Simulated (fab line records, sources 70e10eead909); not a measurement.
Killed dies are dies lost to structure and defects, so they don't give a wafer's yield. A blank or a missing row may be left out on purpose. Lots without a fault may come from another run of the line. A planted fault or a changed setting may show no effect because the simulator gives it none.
Which tool did it? | flow nand_harc | 13 lots, 39 wafers sampled, at 5 steps of a route of 1159

WHAT THE GAUGES READ, wafer by wafer
NHARC_END_SORT_01.
lot  | measured     | on        | killed_at_array | killed_at_other | killed_at_periphery | killed_dies | killed_open | killed_short
L499 | day 21 09:03 | prober-02 | 24 439 23       | 0 0 1           | 1 0 0               | 25 439 24   | 3 3 4       | 2 1 1
L498 | day 21 09:03 | prober-01 | 27 32 448       | 0 2 1           | 1 1 1               | 28 35 450   | 3 0 2       | 1 1 3
L500 | day 21 17:27 | prober-01 | 30 24 526       | 0 0 0           | 7 9 7               | 37 33 533   | 3 5 4       | 1 2 2

WHICH TOOL RAN EACH LOT (tool, then ch and the chambers of the sampled wafers, then the start)
lot  | NHARC_A_WL_FILL_CVD_03        | NHARC_A_BONDPAD_ETCH_12                       | NHARC_A_BONDPAD_CMP_19        | NHARC_THIN_TSV_DEGAS_53
L492 | cvd_w-02 ch 0,1, day 15 03:18 | rie_diel-07 ch 0,1,2, day 18 05:10 or earlier | cmp-01 ch 0,1,2, day 18 05:10 | pvd_sputter-03, day 18 21:23
L491 | cvd_w-02 ch 0,1, day 15 07:04 | rie_diel-07 ch 0,1,2, day 18 05:26 or earlier | cmp-03 ch 0,2, day 18 05:26   | pvd_sputter-01, day 18 23:41
L490 | cvd_w-01 ch 0,1, day 15 07:38 | rie_diel-07 ch 1,2,3, day 18 08:12 or earlier | cmp-03 ch 1,3, day 18 08:12   | pvd_sputter-01, day 19 03:44
L495 | cvd_w-02 ch 1, day 15 19:27   | rie_diel-11 ch 1,2,3, day 18 11:14 or earlier | cmp-04 ch 0,2,3, day 18 11:14 | pvd_sputter-02, day 19 05:53
L494 | cvd_w-01 ch 0,1, day 15 19:56 | rie_diel-01 ch 0,2,3, day 18 13:50 or earlier | cmp-03 ch 0,3, day 18 13:50   | pvd_sputter-01, day 19 10:33
L496 | cvd_w-01 ch 0,1, day 15 22:16 | rie_diel-01 ch 0,1,2, day 18 22:08 or earlier | cmp-04 ch 0,1, day 18 22:08   | pvd_sputter-01, day 19 17:22
L493 | cvd_w-02 ch 0,1, day 15 23:11 | rie_diel-07 ch 0,1,2, day 19 02:23 or earlier | cmp-04 ch 0,2,3, day 19 02:23 | pvd_sputter-02, day 19 18:31
L497 | cvd_w-02 ch 0,1, day 16 13:50 | rie_diel-11 ch 1,3, day 19 12:06 or earlier   | cmp-04 ch 0,3, day 19 12:06   | pvd_sputter-02, day 20 09:10
L499 | cvd_w-01 ch 0,1, day 17 06:25 | rie_diel-11 ch 0,3, day 20 03:52 or earlier   | cmp-01 ch 0,2, day 20 03:52   | pvd_sputter-03, day 20 22:17
L498 | cvd_w-01 ch 0,1, day 17 09:16 | rie_diel-01 ch 0,1, day 20 02:07 or earlier   | cmp-01 ch 0,2, day 20 02:07   | pvd_sputter-03, day 20 21:07
L500 | cvd_w-01 ch 0,1, day 17 12:22 | rie_diel-07 ch 0,2, day 20 11:52 or earlier   | cmp-04 ch 0,2, day 20 11:52   | pvd_sputter-01, day 21 07:45
L510 | cvd_w-02 ch 0, day 19 14:57   | rie_diel-07 ch 0,1, day 22 23:04 or earlier   | cmp-03 ch 2,3, day 22 23:04   | pvd_sputter-01, day 23 18:32
L513 | cvd_w-02 ch 0,1, day 20 23:47 | rie_diel-07 ch 0,3, day 24 00:59 or earlier   | cmp-04 ch 0,1,3, day 24 00:59 | pvd_sputter-01, day 24 16:53
- NHARC_A_WL_FILL_CVD_03: deposits W, target thk 40 nm, time 3302 s.
- NHARC_A_BONDPAD_ETCH_12: etches the open film in CHF3/O2, target depth 220 nm, time 110 s.
- NHARC_A_BONDPAD_CMP_19: polishes, t overpolish 30 s, cu recess touch 16 s, target thk 169.8 nm.
- NHARC_THIN_TSV_DEGAS_53: time 60 s.

WHAT THE TOOLS THEMSELVES READ (means of the sampled wafers that have a number; where no wafer has one, the mark that the record gives instead)
NHARC_A_WL_FILL_CVD_03.
lot  | tool     | heater_power_w (W) | throttle_valve_pct (%)
L492 | cvd_w-02 | 462                | 8.3
L491 | cvd_w-02 | 460                | 8.1
L490 | cvd_w-01 | 444                | 7.9
L495 | cvd_w-02 | 548                | 8.1
L494 | cvd_w-01 | 455                | 7.9
L496 | cvd_w-01 | 448                | 7.6
L493 | cvd_w-02 | 500                | 8.3
L497 | cvd_w-02 | 498                | 8.3
L499 | cvd_w-01 | 452                | 7.8
L498 | cvd_w-01 | 443                | 8.1
L500 | cvd_w-01 | 443                | 8.0
L510 | cvd_w-02 | 401                | 7.7
L513 | cvd_w-02 | 439                | 8.1

NHARC_A_BONDPAD_ETCH_12.
lot  | tool        | drypump_motor_current_A (A) | oes_product_au (a.u.) | rf_vpp_V (V) | showerhead_plenum_p_Torr (Torr) | throttle_valve_pct (%)
L492 | rie_diel-07 | 5.9                         | 0.968                 | 370.7        | 2.43                            | 20.570
L491 | rie_diel-07 | 6.0                         | 0.923                 | 370.3        | 2.43                            | 20.571
L490 | rie_diel-07 | 6.3                         | 0.950                 | 372.0        | 2.49                            | 20.562
L495 | rie_diel-11 | 5.7                         | 0.922                 | 371.7        | 2.41                            | 20.580
L494 | rie_diel-01 | 6.5                         | 0.922                 | 369.7        | 2.36                            | 20.571
L496 | rie_diel-01 | 6.2                         | 0.930                 | 368.4        | 2.34                            | 20.570
L493 | rie_diel-07 | 5.9                         | 0.970                 | 371.0        | 2.43                            | 20.568
L497 | rie_diel-11 | 5.7                         | 0.922                 | 371.5        | 2.46                            | 20.568
L499 | rie_diel-11 | 5.7                         | 0.940                 | 371.9        | 2.47                            | 20.572
L498 | rie_diel-01 | 6.0                         | 0.921                 | 368.8        | 2.32                            | 20.587
L500 | rie_diel-07 | 5.6                         | 0.964                 | 371.5        | 2.42                            | 20.580
L510 | rie_diel-07 | 6.2                         | 0.924                 | 370.6        | 2.38                            | 20.576
L513 | rie_diel-07 | 6.0                         | 0.923                 | 370.0        | 2.38                            | 20.568

NHARC_A_BONDPAD_CMP_19.
lot  | tool   | motor_current_A (A) | overpolish_run_s (s)
L492 | cmp-01 | 13.1                | 30.000
L491 | cmp-03 | 11.9                | 29.996
L490 | cmp-03 | 13.8                | 30.000
L495 | cmp-04 | 12.3                | 30.003
L494 | cmp-03 | 14.5                | 30.002
L496 | cmp-04 | 14.8                | 30.007
L493 | cmp-04 | 12.7                | 30.001
L497 | cmp-04 | 13.9                | 30.002
L499 | cmp-01 | 12.1                | 30.000
L498 | cmp-01 | 12.4                | 30.000
L500 | cmp-04 | 13.7                | 30.011
L510 | cmp-03 | 12.2                | 30.000
L513 | cmp-04 | 14.2                | 30.000

NHARC_THIN_TSV_DEGAS_53.
lot  | tool           | heater_power_w (W)
L492 | pvd_sputter-03 | 494
L491 | pvd_sputter-01 | 440
L490 | pvd_sputter-01 | 464
L495 | pvd_sputter-02 | 439
L494 | pvd_sputter-01 | 466
L496 | pvd_sputter-01 | 437
L493 | pvd_sputter-02 | 444
L497 | pvd_sputter-02 | 431
L499 | pvd_sputter-03 | 496
L498 | pvd_sputter-03 | 509
L500 | pvd_sputter-01 | 450
L510 | pvd_sputter-01 | 419
L513 | pvd_sputter-01 | 427

THE ANSWER, worked out from the rows above alone
Rule: what is usual is taken from the lots themselves. Put in order of their means at a reading, lots are off if they are a third of the lots or fewer, leave a main group of 4 or more, and stand apart from it by a gap of 3 or more times the standard deviation of the main group's means; of several such gaps the widest counts. A main group whose means are all the same, to the digits that the tables above print for the reading, isn't used. A lot without any number at a reading at which 4 lots or more have one is off too. The other lots that the step has rows for count as sound. The gauges are gone through in route order, then the tools' own readings, and for those a lot's mean is taken as printed above. The first step at which some lot is off is used, and at that step the reading that is off furthest; a lot without a number counts as furthest.
No lot is off at any reading shown: from this, nothing can be told.

WHAT THE SIMULATOR HAD PUT IN
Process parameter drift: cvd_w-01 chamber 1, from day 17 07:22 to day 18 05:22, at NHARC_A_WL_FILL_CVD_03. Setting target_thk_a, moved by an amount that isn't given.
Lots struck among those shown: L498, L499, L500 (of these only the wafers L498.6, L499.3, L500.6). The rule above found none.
